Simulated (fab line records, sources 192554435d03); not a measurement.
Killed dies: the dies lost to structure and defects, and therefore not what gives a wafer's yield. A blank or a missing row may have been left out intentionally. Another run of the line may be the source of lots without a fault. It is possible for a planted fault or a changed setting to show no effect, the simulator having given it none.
fab line records    flow n5-finfet
record: lots: 7  wafers: 21
route steps=1938 shown BEOL_M4@1047 BEOL_M5@1130 BEOL_M6@1204
start-h: hours from the record's opening day to when the first of the lot's shown wafers began    wait-h: hours since the lot's step before    " the same as in the row above    L1.1+2: a single row standing in for several wafers    - value missing, or start not given    * or withheld: withheld    < > ~ a bound
route shown NAME@n: names a module that has steps shown in the file, with the first one's number in the route    usual: average and standard deviation across the fault-free wafers    same: alike in all rows    chamber/n: place in a boat    sites: each site's reading    _std_site: their standard deviation    _edge_site: outer sites' mean less inner sites'    radius-mm: for every site, how far away it sits from the centre of the wafer    mask NAME#n: copy n    behind: the most recent tool/chamber to have shaped the wafer    hold: the reason the lot was held/the length of the hold in hours/how it ended    device: the transistor (n, p or np) that didn't switch    end of line: tests run on the same wafers once the route is complete    a step with no rows: only its recipe    killed: at the first sort, the dies lost to defects and structure; wafer yield is something else    map: shows each die of a wafer: x if killed, . if not, _ if none is there
set.NAME: the setting the step ran with; set.NAME@STEP: the setting that earlier step ran with    model.NAME: the simulator's own value behind a step, which no gauge read
lots whose settings were changed on purpose; a table a step, a row a wafer
== steps ==
step: N5_BEOL_M4_COAT_67
recipe: resist: SOC  temp-c: 250  time-s: 60  spin-rpm: 1500  resist-thk-nm: 60
lot.wafer   tool            chamber  start-h  wait-h  set.spin-rpm  model.SOC_of_BEOL_M4_COAT_67.thk-nm
L074.1      litho-track-05  0        174.35   0.0     1500          60.4
L074.2      "               0        "        "       1500          60
L074.4      "               0        "        "       1410          62
L081.3+4+6  litho-track-03  0        211.12   0.0     1500          59.8
L083.1      litho-track-01  0        236.24   0.0     1355          63.2
L083.5      "               0        "        "       1355          63.4
L083.6      "               0        "        "       1500          60.2
L091.3      litho-track-01  0        276.03   0.0     1402          62.2
L091.4      "               0        "        "       1402          62.4
L091.5      "               0        "        "       1500          60.2
L092.1      litho-track-03  0        281.78   0.0     1500          60.2
L092.3      "               0        "        "       1362          63.2
L092.4      "               0        "        "       1500          60.4
L095.1+5    litho-track-01  0        302.21   0.0     1651          57.2
L095.3      "               0        "        "       1500          60.2
L097.1+2+3  litho-track-01  0        313.53   0.0     1500          60
step: N5_BEOL_M4_EXPOSE_25
recipe: mask-id: V3  na: 0.33  source-shape: quasar  sigma-inner: 0.2  sigma-outer: 0.8  polarization: unpolarized  defocus-nm: 5  dose-mj: 63
lot.wafer   tool            chamber  start-h  wait-h  mask  set.dose-mj
L074.1+2+4  euv-scanner-01  0        174.49   -       V3#0  63
L081.3+6    euv-scanner-01  0        211.40   -       V3#0  61.02
L081.4      "               0        "        "       V3#0  63
L083.1      euv-scanner-01  0        236.50   -       V3#0  63
L083.5+6    "               0        "        "       V3#0  66.68
L091.3+4+5  euv-scanner-01  0        276.32   -       V3#0  63
L092.1+4    euv-scanner-01  0        281.91   -       V3#0  66.43
L092.3      "               0        "        "       V3#0  63
L095.1      euv-scanner-02  0        302.48   -       V3#0  59.61
L095.3+5    "               0        "        "       V3#0  63
L097.1+2+3  euv-scanner-02  0        313.66   -       V3#0  63
step: N5_BEOL_M4_PEB_26
recipe: peb-temp-c: 100  peb-time-s: 60  resist: CAR-EUV
step: N5_BEOL_M4_DEVELOP_27
recipe: develop-time-s: 30  developer: TMAH  resist: CAR-EUV  rinse-liquid: surfactant-rinse  dry: air-spin  dev-temp-c: 23
step: N5_BEOL_M4_CD_MEAS_28
recipe: target-cd-nm: 26.2  landing-energy-ev: 500  detector: se-inlens  target-cd-y-nm: 24.1  polarity: opening
usual: cd-nm: 26.25/0.23
lot.wafer  tool       chamber  start-h  wait-h  set.dose-mj@BEOL_M4_EXPOSE_25  cd-nm
L074.1     cd-sem-03  0        174.64   -       63                             26.36
L074.2     "          0        "        "       63                             26.44
L074.4     "          0        "        "       63                             26.53
L081.3     cd-sem-03  0        211.53   -       61.02                          25.66
L081.4     "          0        "        "       63                             26.30
L081.6     "          0        "        "       61.02                          25.73
L083.1     cd-sem-01  0        236.65   -       63                             26.30
L083.5     "          0        "        "       66.68                          27.26
L083.6     "          0        "        "       66.68                          27.26
L091.3     cd-sem-03  0        276.45   -       63                             26.19
L091.4     "          0        "        "       63                             25.97
L091.5     "          0        "        "       63                             26.65
L092.1     cd-sem-03  0        282.06   -       66.43                          27.46
L092.3     "          0        "        "       63                             26.41
L092.4     "          0        "        "       66.43                          27.04
L095.1     cd-sem-01  0        302.62   -       59.61                          24.96
L095.3     "          0        "        "       63                             26.01
L095.5     "          0        "        "       63                             26.02
L097.1     cd-sem-03  0        313.81   -       63                             26.40
L097.2     "          0        "        "       63                             26.28
L097.3     "          0        "        "       63                             26.57
step: N5_BEOL_M4_ETCH_70
recipe: chemistry: N2/H2  target: SOC  target-depth-a: 800  overetch-a: 240  mask-material: SiARC  temp-c: 40  time-s: 130  ion-energy-ev: 200  pressure-mtorr: 30  source-w: 840  bias-w: 150  n2-flow-sccm: 200  h2-flow-sccm: 200
lot.wafer  tool         chamber  start-h  wait-h  set.h2-flow-sccm  set.spin-rpm@BEOL_M4_COAT_67  model.etch.depth-nm
L074.1     rie-diel-04  1        176.74   0.0     200               1500                          60.44
L074.2     "            0        "        "       200               1500                          60.09
L074.4     "            2        "        "       200               1410                          62.03
L081.3     rie-diel-04  2        233.41   0.0     190.7             1500                          59.76
L081.4     "            1        "        "       190.7             1500                          59.71
L081.6     "            0        "        "       190.7             1500                          59.78
L083.1     rie-diel-02  1        262.59   0.0     196.1             1355                          63.26
L083.5     "            0        "        "       200               1355                          63.32
L083.6     "            1        "        "       200               1500                          60.2
L092.1     rie-diel-04  3        296.29   0.0     200               1500                          60.11
L092.3     "            1        "        "       200               1362                          63.25
L092.4     "            0        "        "       200               1500                          60.31
L091.3     rie-diel-02  2        296.66   0.0     200               1402                          62.1
L091.4     "            1        "        "       200               1402                          62.3
L091.5     "            0        "        "       200               1500                          60.14
L095.1     rie-diel-02  1        308.81   0.0     206.4             1651                          57.26
L095.3     "            2        "        "       206.4             1500                          60.11
L095.5     "            3        "        "       200               1651                          57.3
L097.1     rie-diel-05  1        329.23   0.0     200               1500                          60
L097.2     "            0        "        "       200               1500                          60.06
L097.3     "            2        "        "       200               1500                          60.01
step: N5_BEOL_M4_STRIP_71
recipe: chemistry: N2/H2  temp-c: 40  n2-flow-sccm: 200  h2-flow-sccm: 200  rf-frequency-hz: 6e+07
step: N5_BEOL_M4_STRIP_78
recipe: chemistry: N2/H2  temp-c: 40  n2-flow-sccm: 200  h2-flow-sccm: 200  rf-frequency-hz: 6e+07
step: N5_BEOL_M4_VIA_ETCH_34
recipe: chemistry: C4F6/O2  target-depth-a: 694  mask-material: SOC  pressure-mtorr: 15  ion-energy-ev: 250  taper-deg: 4  time-s: 65.9  source-w: 350  bias-w: 170  Ar_flow_sccm: 300  C4F6_flow_sccm: 10  O2_flow_sccm: 10
lot.wafer  tool         chamber  start-h  wait-h  set.spin-rpm@BEOL_M4_COAT_67  model.SOC_of_BEOL_M4_COAT_67.thk-nm
L074.1     rie-diel-04  1        176.85   0.0     1500                          52.4
L074.2     "            0        "        "       1500                          51.8
L074.4     "            2        "        "       1410                          53.8
L081.3+4   rie-diel-04  2,1      233.51   0.0     1500                          51.6
L081.6     "            0        "        "       1500                          51.4
L083.1+5   rie-diel-02  1,0      262.70   0.0     1355                          55
L083.6     "            1        "        "       1500                          52
L092.1     rie-diel-04  3        296.40   0.0     1500                          51.8
L092.3     "            1        "        "       1362                          55
L092.4     "            0        "        "       1500                          52
L091.3     rie-diel-02  2        296.76   0.0     1402                          53.8
L091.4     "            1        "        "       1402                          54.2
L091.5     "            0        "        "       1500                          52
L095.1     rie-diel-02  1        308.92   0.0     1651                          49.2
L095.3     "            2        "        "       1500                          51.8
L095.5     "            3        "        "       1651                          49.4
L097.1+2   rie-diel-05  1,0      329.34   0.0     1500                          52
L097.3     "            2        "        "       1500                          51.8
step: N5_BEOL_M5_ETCH_72
recipe: chemistry: N2/H2  target: underlayer  target-depth-a: 65  mask-material: CAR-EUV  time-s: 5.2  ion-energy-ev: 200  pressure-mtorr: 30  source-w: 840  bias-w: 150  n2-flow-sccm: 200  h2-flow-sccm: 200  ends: cleared
usual: etch-rf-on-time-s: 5.18/0.085  rf-vpp-V: 522.8/2.9
lot.wafer  tool         chamber  start-h  wait-h  set.bias-w  etch-rf-on-time-s  rf-vpp-V
L074.1     rie-diel-06  2        184.40   0.0     173.4       4.79               577.0
L074.2     "            1        "        "       150         5.01               524.6
L074.4     "            0        "        "       173.4       4.67               575.7
L081.3     rie-diel-03  0        243.42   0.0     129.1       5.60               475.3
L081.4     "            1        "        "       129.1       5.58               471.2
L081.6     "            0        "        "       150         5.21               523.4
L083.1     rie-diel-03  3        271.02   0.0     132.5       5.60               483.9
L083.5     "            0        "        "       132.5       5.60               483.2
L083.6     "            1        "        "       150         5.20               521.2
L092.1     rie-diel-06  2        305.22   0.0     150         5.20               526.2
L092.3     "            3        "        "       150         5.27               518.1
L092.4     "            0        "        "       124.9       5.62               466.7
L091.3     rie-diel-03  0        305.88   0.0     150         5.23               524.8
L091.4     "            2        "        "       150         5.18               522.6
L091.5     "            0        "        "       150         5.20               522.5
L095.1     rie-diel-01  1        318.27   0.0     163.6       4.95               553.3
L095.3     "            0        "        "       163.6       4.91               555.4
L095.5     "            3        "        "       150         5.19               524.0
L097.1     rie-diel-06  1        339.16   0.0     150         5.11               524.6
L097.2     "            0        "        "       150         5.05               524.2
L097.3     "            2        "        "       150         5.21               527.7
step: N5_BEOL_M5_COAT_22
recipe: resist: CAR-EUV  spin-rpm: 1500  resist-thk-nm: 30
lot.wafer   tool            chamber  start-h  wait-h  set.spin-rpm  model.CAR-EUV_of_BEOL_M5_COAT_22.thk-nm
L074.1      litho-track-04  0        -        -       1588          29
L074.2+4    "               0        "        "       1588          29.2
L081.3+6    litho-track-03  0        -        -       1577          29.2
L081.4      "               0        "        "       1500          29.8
L083.1      litho-track-04  0        -        -       1667          28.4
L083.5      "               0        "        "       1500          30.2
L083.6      "               0        "        "       1667          28.6
L092.1      litho-track-03  0        -        -       1500          29.8
L092.3      "               0        "        "       1403          31
L092.4      "               0        "        "       1500          30
L091.3+5    litho-track-04  0        -        -       1622          28.8
L091.4      "               0        "        "       1500          30
L095.1+5    litho-track-02  0        -        -       1500          30
L095.3      "               0        "        "       1500          30.2
L097.1+2+3  litho-track-02  0        -        -       1500          30
step: N5_BEOL_M5_EBR_24
recipe: solvent: PGMEA  ebr-width-mm: 1.5
step: N5_BEOL_M5_SOFTBAKE_23
recipe: temp-c: 110  time-s: 60  resist: CAR-EUV
step: N5_BEOL_M5_EXPOSE_25
recipe: mask-id: V4  na: 0.33  source-shape: quasar  sigma-inner: 0.2  sigma-outer: 0.6  polarization: unpolarized  defocus-nm: 10  dose-mj: 52.75
step: N5_BEOL_M5_PEB_26
recipe: peb-temp-c: 100  peb-time-s: 60  resist: CAR-EUV
step: N5_BEOL_M5_DEVELOP_27
recipe: develop-time-s: 30  developer: TMAH  resist: CAR-EUV  rinse-liquid: surfactant-rinse  dry: air-spin  dev-temp-c: 23
lot.wafer   tool            chamber  start-h  wait-h  set.spin-rpm@BEOL_M5_COAT_22  model.CAR-EUV_of_BEOL_M5_COAT_22.thk-nm
L074.1+4    litho-track-04  0        -        -       1588                          28.6
L074.2      "               0        "        "       1588                          28.8
L081.3      litho-track-04  0        -        -       1577                          28.6
L081.4      "               0        "        "       1500                          29.4
L081.6      "               0        "        "       1577                          28.8
L083.1+6    litho-track-04  0        -        -       1667                          28
L083.5      "               0        "        "       1500                          29.6
L092.1+4    litho-track-03  0        -        -       1500                          29.4
L092.3      "               0        "        "       1403                          30.6
L091.3+5    litho-track-03  0        -        -       1622                          28.4
L091.4      "               0        "        "       1500                          29.4
L095.1+3+5  litho-track-02  0        -        -       1500                          29.6
L097.1+2+3  litho-track-04  0        -        -       1500                          29.6
step: N5_BEOL_M6_EXPOSE_08
recipe: mask-id: M6  na: 1.35  source-shape: dipole  sigma-inner: 0.817  sigma-outer: 0.97  polarization: te  dose-mj: 68.25
lot.wafer   tool             chamber  start-h  wait-h  mask  set.dose-mj
L074.1+2    arfi-scanner-02  0        195.55   -       M6#0  68.25
L074.4      "                0        "        "       M6#0  69.91
L081.3      arfi-scanner-01  0        259.36   -       M6#0  73.17
L081.4+6    "                0        "        "       M6#0  68.25
L083.1+5    arfi-scanner-02  0        287.39   -       M6#0  66.8
L083.6      "                0        "        "       M6#0  68.25
L092.1      arfi-scanner-01  0        317.77   -       M6#0  66.51
L092.3+4    "                0        "        "       M6#0  68.25
L091.3      arfi-scanner-01  0        318.08   -       M6#0  72.62
L091.4+5    "                0        "        "       M6#0  68.25
L095.1+5    arfi-scanner-03  0        329.30   -       M6#0  68.25
L095.3      "                0        "        "       M6#0  65.21
L097.1+2+3  arfi-scanner-01  0        354.83   -       M6#0  68.25
step: N5_BEOL_M6_PEB_09
recipe: peb-temp-c: withheld  peb-time-s: 60  resist: CAR-ArF
step: N5_BEOL_M6_DEVELOP_10
recipe: develop-time-s: 30  developer: TMAH  resist: CAR-ArF  rinse-liquid: diw  dry: air-spin  dev-temp-c: 23
step: N5_BEOL_M6_CD_MEAS_11
recipe: target-cd-nm: 38.5  landing-energy-ev: 500  detector: se-inlens  polarity: opening
usual: cd-nm: 38.6/0.46
lot.wafer  tool       chamber  start-h  wait-h  set.dose-mj@BEOL_M6_EXPOSE_08  cd-nm
L074.1     cd-sem-03  0        195.68   -       68.25                          39.2
L074.2     "          0        "        "       68.25                          39.8
L074.4     "          0        "        "       69.91                          40.7
L081.3     cd-sem-01  0        259.48   -       73.17                          41.9
L081.4     "          0        "        "       68.25                          38.8
L081.6     "          0        "        "       68.25                          38.8
L083.1     cd-sem-01  0        287.52   -       66.8                           37.3
L083.5     "          0        "        "       66.8                           37.7
L083.6     "          0        "        "       68.25                          38.1
L092.1     cd-sem-02  0        317.89   -       66.51                          37.5
L092.3     "          0        "        "       68.25                          38.3
L092.4     "          0        "        "       68.25                          38.9
L091.3     cd-sem-01  0        318.20   -       72.62                          40.8
L091.4     "          0        "        "       68.25                          38.5
L091.5     "          0        "        "       68.25                          38.7
L095.1     cd-sem-01  0        329.43   -       68.25                          38.5
L095.3     "          0        "        "       65.21                          36.5
L095.5     "          0        "        "       68.25                          38.4
L097.1     cd-sem-01  0        354.96   -       68.25                          38.2
L097.2     "          0        "        "       68.25                          38.1
L097.3     "          0        "        "       68.25                          39.0
step: N5_BEOL_M6_DESCUM_16
recipe: chemistry: O2  time-s: 7.9  source-power-w: 50  bias-power-w: 20  pressure-mtorr: 20  rf-frequency-hz: 2.712e+07  temp-c: 40  resist: CAR-ArF  o2-flow-sccm: 225
step: N5_BEOL_M6_ETCH_61
recipe: chemistry: CF4  target: SiARC  target-depth-a: 455  mask-material: CAR-ArF  time-s: 75.8  ion-energy-ev: 80  pressure-mtorr: 40  source-w: 545  bias-w: 36  Ar_flow_sccm: 100  cf4-flow-sccm: 100  ends: cleared
lot.wafer  tool         chamber  start-h  wait-h  set.dose-mj@BEOL_M6_EXPOSE_08  model.BEOL_M6.cd-offset-nm
L074.1     rie-diel-04  0        196.30   0.0     68.25                          0.8
L074.2     "            1        "        "       68.25                          1.2
L074.4     "            2        "        "       69.91                          2.2
L081.3     rie-diel-02  0        259.60   0.0     73.17                          3.8
L081.4     "            3        "        "       68.25                          0.2
L081.6     "            3        "        "       68.25                          0.4
L083.1     rie-diel-05  2        287.85   0.0     66.8                           -1.2
L083.5     "            2        "        "       66.8                           -1
L083.6     "            1        "        "       68.25                          -0.4
L092.1     rie-diel-02  2        318.33   0.0     66.51                          -1
L092.3     "            0        "        "       68.25                          0.4
L092.4     "            3        "        "       68.25                          0.2
L091.3     rie-diel-05  1        318.70   0.0     72.62                          2.6
L091.4     "            2        "        "       68.25                          0
L091.5     "            1        "        "       68.25                          0.2
L095.1+5   rie-diel-05  0,2      329.96   0.0     68.25                          0.2
L095.3     "            2        "        "       65.21                          -1.6
L097.1+2   rie-diel-02  3,1      355.08   0.0     68.25                          -0.8
L097.3     "            0        "        "       68.25                          -0.2
step: N5_BEOL_M6_ETCH_62
recipe: chemistry: N2/H2  target: SOC  target-depth-a: 1100  overetch-a: 220  mask-material: SiARC  temp-c: 40  time-s: 165  ion-energy-ev: 200  pressure-mtorr: 30  source-w: 840  bias-w: 150  n2-flow-sccm: 200  h2-flow-sccm: 200
lot.wafer  tool         chamber  start-h  wait-h  set.dose-mj@BEOL_M6_EXPOSE_08  model.BEOL_M6.cd-offset-nm
L074.1     rie-diel-04  0        196.35   0.0     68.25                          0.8
L074.2     "            1        "        "       68.25                          1
L074.4     "            2        "        "       69.91                          2.2
L081.3     rie-diel-02  0        259.66   0.0     73.17                          3.8
L081.4     "            3        "        "       68.25                          0
L081.6     "            3        "        "       68.25                          0.2
L083.1     rie-diel-05  2        287.91   0.0     66.8                           -1.4
L083.5     "            2        "        "       66.8                           -1
L083.6     "            1        "        "       68.25                          -0.4
L092.1     rie-diel-02  2        318.39   0.0     66.51                          -1.2
L092.3     "            0        "        "       68.25                          0.6
L092.4     "            3        "        "       68.25                          0.2
L091.3     rie-diel-05  1        318.75   0.0     72.62                          2.4
L091.4     "            2        "        "       68.25                          0
L091.5     "            1        "        "       68.25                          0.2
L095.1     rie-diel-05  0        330.02   0.0     68.25                          0.2
L095.3     "            2        "        "       65.21                          -1.6
L095.5     "            2        "        "       68.25                          0
L097.1     rie-diel-02  3        355.14   0.0     68.25                          -0.8
L097.2     "            1        "        "       68.25                          -1
L097.3     "            0        "        "       68.25                          0
step: N5_BEOL_M6_STRIP_68
recipe: chemistry: N2/H2  temp-c: 40  n2-flow-sccm: 200  h2-flow-sccm: 200  rf-frequency-hz: 6e+07
step: N5_BEOL_M6_STRIP_67
recipe: chemistry: CF4  resist: SiARC  power-w: 300  bias-power-w: 75  pressure-mtorr: 50  cf4-flow-sccm: 150  rf-frequency-hz: 6e+07
step: N5_BEOL_M6_HM_OPEN_17
recipe: chemistry: Cl2/BCl3  target-depth-a: 200  overetch-a: 60  target: TiN  mask-material: SOC  ion-energy-ev: 150  pressure-mtorr: 10  icp-w: 1000  bias-w: 126  Cl2_flow_sccm: 53.25  bcl3-flow-sccm: 21.75  Ar_flow_sccm: 25
step: N5_BEOL_M6_STRIP_19
recipe: chemistry: O2  power-w: 400  temp-c: 40  pressure-mtorr: 30  rf-frequency-hz: 6e+07  bias-power-w: 0  overash-fraction: 0.2  o2-flow-sccm: 225
step: N5_BEOL_M6_CD_MEAS_18
recipe: pitch-nm: 80  target-cd-nm: 40
usual: cd-nm: 40.0/0.56
lot.wafer  tool       chamber  start-h  wait-h  set.dose-mj@BEOL_M6_EXPOSE_08  cd-nm
L074.1     cd-sem-01  -        196.72   0.0     68.25                          40.7
L074.2     "          -        "        "       68.25                          41.0
L074.4     "          -        "        "       69.91                          42.1
L081.3     cd-sem-01  -        260.03   0.1     73.17                          43.7
L081.4     "          -        "        "       68.25                          40.1
L081.6     "          -        "        "       68.25                          40.5
L083.1     cd-sem-01  -        288.28   0.0     66.8                           38.8
L083.5     "          -        "        "       66.8                           39.0
L083.6     "          -        "        "       68.25                          39.6
L092.1     cd-sem-02  -        318.99   0.0     66.51                          38.6
L092.3     "          -        "        "       68.25                          40.8
L092.4     "          -        "        "       68.25                          40.0
L091.3     cd-sem-01  -        319.18   0.1     72.62                          42.6
L091.4     "          -        "        "       68.25                          39.7
L091.5     "          -        "        "       68.25                          40.1
L095.1     cd-sem-02  -        330.39   0.0     68.25                          40.3
L095.3     "          -        "        "       65.21                          38.4
L095.5     "          -        "        "       68.25                          39.9
L097.1     cd-sem-03  -        355.50   0.0     68.25                          39.4
L097.2     "          -        "        "       68.25                          39.0
L097.3     "          -        "        "       68.25                          39.8
step: N5_BEOL_M6_COAT_63
recipe: resist: SOC  temp-c: 250  time-s: 60  spin-rpm: 1500  resist-thk-nm: 60
step: N5_BEOL_M6_COAT_64
recipe: resist: SiARC  temp-c: 220  time-s: 60  spin-rpm: 1500  resist-thk-nm: 12
step: N5_BEOL_M6_PRECLEAN_42
recipe: chemistry: residue-remover  time-s: 60  temp-c: 40
step: N5_BEOL_M6_SRD_43
recipe: time-s: 30  temp-c: 23  rinse-liquid: diw  dry: ipa-marangoni
step: N5_BEOL_M6_CD_MEAS_35
recipe: target-cd-nm: 40  target-cd-y-nm: 28  polarity: opening
usual: cd-nm: 40.0/0.56
lot.wafer  tool       chamber  start-h  wait-h  set.dose-mj@BEOL_M6_EXPOSE_08  cd-nm
L074.1     cd-sem-01  -        201.89   0.0     68.25                          40.9
L074.2     "          -        "        "       68.25                          41.5
L074.4     "          -        "        "       69.91                          42.7
L081.3     cd-sem-01  -        262.37   0.0     73.17                          44.0
L081.4     "          -        "        "       68.25                          40.5
L081.6     "          -        "        "       68.25                          40.1
L083.1     cd-sem-02  -        293.29   0.0     66.8                           38.8
L083.5     "          -        "        "       66.8                           38.9
L083.6     "          -        "        "       68.25                          39.8
L091.3     cd-sem-02  -        320.64   0.0     72.62                          42.7
L091.4     "          -        "        "       68.25                          39.8
L091.5     "          -        "        "       68.25                          40.2
L092.1     cd-sem-03  -        320.68   0.0     66.51                          38.9
L092.3     "          -        "        "       68.25                          40.6
L092.4     "          -        "        "       68.25                          40.3
L095.1     cd-sem-02  -        332.23   0.0     68.25                          40.5
L095.3     "          -        "        "       65.21                          38.2
L095.5     "          -        "        "       68.25                          39.9
L097.1     cd-sem-01  -        358.59   0.0     68.25                          39.6
L097.2     "          -        "        "       68.25                          39.0
L097.3     "          -        "        "       68.25                          39.5
== key ==
split: step: N5_BEOL_M4_COAT_67  setting: spin-rpm  stated: 1500  by: wafer
response: step: N5_BEOL_M4_COAT_67  reading: model.SOC_of_BEOL_M4_COAT_67.thk-nm  change: -0.311  per: 1%  r: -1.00
response: step: N5_BEOL_M4_ETCH_70  reading: model.etch.depth-nm  change: -0.308  per: 1%  r: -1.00
response: step: N5_BEOL_M4_VIA_ETCH_34  reading: model.SOC_of_BEOL_M4_COAT_67.thk-nm  change: -0.296  per: 1%  r: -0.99
split: step: N5_BEOL_M4_EXPOSE_25  setting: dose-mj  stated: 63  by: wafer
response: step: N5_BEOL_M4_CD_MEAS_28  reading: cd-nm  change: +0.173  per: 1%  r: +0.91
split: step: N5_BEOL_M4_ETCH_70  setting: h2-flow-sccm  stated: 200  by: wafer
response none clear
split: step: N5_BEOL_M5_ETCH_72  setting: bias-w  stated: 150  by: wafer
response: step: N5_BEOL_M5_ETCH_72  reading: etch-rf-on-time-s  change: *  per: 1%  r: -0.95
response: step: N5_BEOL_M5_ETCH_72  reading: rf-vpp-V  change: +3.36  per: 1%  r: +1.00
split: step: N5_BEOL_M5_COAT_22  setting: spin-rpm  stated: 1500  by: wafer
response: step: N5_BEOL_M5_COAT_22  reading: model.CAR-EUV_of_BEOL_M5_COAT_22.thk-nm  change: -0.151  per: 1%  r: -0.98
response: step: N5_BEOL_M5_DEVELOP_27  reading: model.CAR-EUV_of_BEOL_M5_COAT_22.thk-nm  change: -0.144  per: 1%  r: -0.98
split: step: N5_BEOL_M6_EXPOSE_08  setting: dose-mj  stated: 68.25  by: wafer
response: step: N5_BEOL_M6_CD_MEAS_11  reading: cd-nm  change: +0.404  per: 1%  r: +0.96
response: step: N5_BEOL_M6_ETCH_61  reading: model.BEOL_M6.cd-offset-nm  change: +0.439  per: 1%  r: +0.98
response: step: N5_BEOL_M6_ETCH_62  reading: model.BEOL_M6.cd-offset-nm  change: +0.446  per: 1%  r: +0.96
response: step: N5_BEOL_M6_CD_MEAS_18  reading: cd-nm  change: +0.454  per: 1%  r: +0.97
response: step: N5_BEOL_M6_CD_MEAS_35  reading: cd-nm  change: +0.483  per: 1%  r: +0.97
